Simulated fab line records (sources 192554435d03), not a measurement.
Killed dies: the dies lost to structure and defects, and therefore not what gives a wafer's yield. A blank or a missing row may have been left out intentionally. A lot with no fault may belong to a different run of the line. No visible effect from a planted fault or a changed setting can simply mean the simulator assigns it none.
8D (eight disciplines) problem report, filled in by code :: flow n5 finfet :: the parts of the form that need people (team, actions taken, sign-off) are left out

## 1. THE ISSUE
A mean of 277.3 s is read at N5_PASSIVATION_PECVD_35 for run length s, taken on 1 wafer of 1 lot, against 195.3 s (standard deviation 0.61) on wafers free of any fault. That is +99 or more standard deviations from the usual mean.
The step: deposits SiNx from SiH4/NH3/N2, target thk 700 nm, time 151.3 s.
The first sign was on wafer L404.3 at day 17 21:46, on pecvd-04. Wafers with a number at this step in the record: 31, from 11 lots. Rule for "out" (also "out of limits"): further than 4 standard deviations from the usual mean. All remaining wafers that have a number are taken as sound.

## 2. WHAT IT IS AND WHAT IT IS NOT
question: which readings at this step
is: run length s
is not: heater power outer w, heater power w, showerhead plenum p Torr, susceptor temp C, throttle valve pct

question: which lots
is: L404
is not: L385, L389, L391, L392, L393, L394, L399, L400, L405, L406

question: which wafers of those lots
is: all that have a number
is not: -

question: read on which tools
is: pecvd-04
is not: pecvd-02, pecvd-03

question: when
is: from day 17 21:46
is not: up to then (27 sound wafers); but 3 sound wafers of L406 came after

## 3. WHAT RULES OUT EACH SUSPECT
Counting: a tool stays on the suspect list if, at a process step up to the reading, it processed all lots that are out and no sound lot following the first of them.
- rie metal-02 at N5_MIM_TOP_ETCH_ETCH_00 (etches TiN in Cl2/BCl3, target depth 38.5 nm): kept. It ran the lot that is out, L404 (day 17 10:50), and no sound lot after that; its last sound lot up to then is L399 (day 15 12:14).
- rie diel-01 at N5_PASSIVATION_PASS_ETCH_74 (etches SiNx in CF4/O2, target depth 220 nm, time 110 s): ruled out as a lasting fault. Sound lots L406 ran on it after its first lot that is out, L404 (day 17 18:58).
- pecvd-04 at N5_PASSIVATION_PECVD_35 (deposits SiNx from SiH4/NH3/N2, target thk 700 nm, time 151.3 s): kept. It ran the lot that is out, L404 (day 17 21:46), and no sound lot after that; its last sound lot up to then is L399 (day 15 18:27). On those wafers its own readings are out: run length s.
What counting leaves: rie metal-02 at N5_MIM_TOP_ETCH_ETCH_00 and pecvd-04 at N5_PASSIVATION_PECVD_35.

## 4. THE CAUSE (what the simulator had put in)
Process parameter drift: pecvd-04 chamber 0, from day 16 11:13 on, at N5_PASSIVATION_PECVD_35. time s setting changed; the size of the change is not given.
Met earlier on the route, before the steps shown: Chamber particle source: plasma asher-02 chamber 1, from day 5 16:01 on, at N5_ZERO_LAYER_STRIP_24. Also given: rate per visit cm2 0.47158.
Counting leaves 2 suspects; this tool is one of them.

## 5. THE EFFECT CHAIN, in route order
One row per reading whose mean, taken over the struck wafers that have a number, lies over 3 standard deviations from the usual. Scope: only readings with a usual standard deviation given in the record; hours: median across lots of the time from each lot's start at the first step in this table that gives one to its start at this step; sigmas: change in usual standard deviations.
hours: 0
step: N5_PASSIVATION_PECVD_35
reading: run length s
usual: 195.3 s
on struck wafers: 277.3
change: +82.0
sigmas: +99 or more

hours: 5
step: N5_PASSIVATION_PROBE_49
reading: killed at front end
usual: 38
on struck wafers: 85
change: +47
sigmas: +4.3

hours: 5
step: N5_PASSIVATION_PROBE_49
reading: killed at other
usual: 4.1
on struck wafers: 1037.0
change: +1032.9
sigmas: +99 or more

hours: 5
step: N5_PASSIVATION_PROBE_49
reading: killed dies
usual: 103
on struck wafers: 1180
change: +1077
sigmas: +63

hours: 5
step: N5_PASSIVATION_PROBE_49
reading: killed on rim
usual: 13
on struck wafers: 152
change: +139
sigmas: +35
Process steps it contains:
- N5_PASSIVATION_PECVD_35: deposits SiNx from SiH4/NH3/N2, target thk 700 nm, time 151.3 s.
- N5_PASSIVATION_PROBE_49

## 6. HOW IT WOULD HAVE BEEN CAUGHT EARLIER
First out-of-limits reading in this record: day 17 21:46, which is 35 hours after fault onset at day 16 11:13.
